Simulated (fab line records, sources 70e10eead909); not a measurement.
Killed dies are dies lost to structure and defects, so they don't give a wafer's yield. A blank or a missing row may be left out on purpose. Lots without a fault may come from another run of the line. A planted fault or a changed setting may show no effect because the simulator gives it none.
Chamber matching | flow nand_harc | NHARC_A_SGD_CUT_ETCH_58 on rie_diel-02: 4 sister chambers
The step etches the open film in CF4, target depth 39 nm, time 65 s. 14 wafers are shown with their chamber, then 7 later ones without.

WAFERS WITH THEIR CHAMBER
wafer  | chamber | drypump_motor_current_A (A) | oes_product_au (a.u.) | rf_fwd_power_W (W)
L933.1 | 2       | 5.4                         | 1.003                 | 295.8
L933.3 | 0       | 5.6                         | 1.010                 | 296.9
L933.5 | 0       | 5.6                         | 0.996                 | 298.8
L935.1 | 0       | 5.6                         | 0.997                 | 298.7
L935.3 | 1       | 6.1                         | 0.979                 | 297.5
L935.6 | 1       | 6.1                         | 0.987                 | 297.5
L940.2 | 1       | 6.1                         | 0.989                 | 298.0
L940.4 | 1       | 6.1                         | 0.986                 | 297.8
L940.5 | 0       | 5.5                         | 0.992                 | 297.7
L949.2 | 1       | 6.1                         | 0.973                 | 297.5
L949.4 | 0       | 5.6                         | 1.001                 | 298.3
L949.6 | 3       | 5.8                         | 0.985                 | 297.4
L950.3 | 1       | 6.1                         | 0.974                 | 298.0
L950.5 | 3       | 5.9                         | 0.980                 | 298.7

SIGNATURES (means of the wafers above)
reading                 | chamber 0 | chamber 1 | chamber 2 | chamber 3 | scatter within a chamber
drypump_motor_current_A | 5.580     | 6.100     | 5.400     | 5.850     | 0.0361
oes_product_au          | 0.99920   | 0.98133   | 1.00300   | 0.98250   | 0.00664
rf_fwd_power_W          | 298.080   | 297.717   | 295.800   | 298.050   | 0.603
Rule: a wafer's distance from a chamber is the root of the sum, over the readings, of the square of ((its reading less the chamber's mean) divided by the reading's scatter). The wafer belongs to the nearest chamber; if the next one is less than 2 further off, it can't be placed. The scatter: the root of (the sum of the squares of (reading less its chamber's mean) over the shown wafers, divided by (wafers less chambers)).

WAFERS WITHOUT THEIR CHAMBER
wafer  | drypump_motor_current_A (A) | oes_product_au (a.u.) | rf_fwd_power_W (W)
L950.6 | 5.4                         | 1.004                 | 295.5
L951.1 | 5.4                         | 1.000                 | 297.1
L951.3 | 5.9                         | 0.994                 | 297.9
L951.4 | 5.3                         | 1.002                 | 297.7
L952.1 | 5.9                         | 0.995                 | 297.7
L952.3 | 5.4                         | 1.001                 | 297.1
L952.5 | 5.9                         | 0.989                 | 298.6

WHICH CHAMBER EACH WENT THROUGH
wafer  | from the rows above | in truth
L950.6 | 2                   | 2
L951.1 | 2                   | 2
L951.3 | 3                   | 3
L951.4 | 2                   | 2
L952.1 | 3                   | 3
L952.3 | 2                   | 2
L952.5 | 3                   | 3
Placed correctly: 7 of 7. Can't be placed from these rows: 0. Placed wrongly: 0.
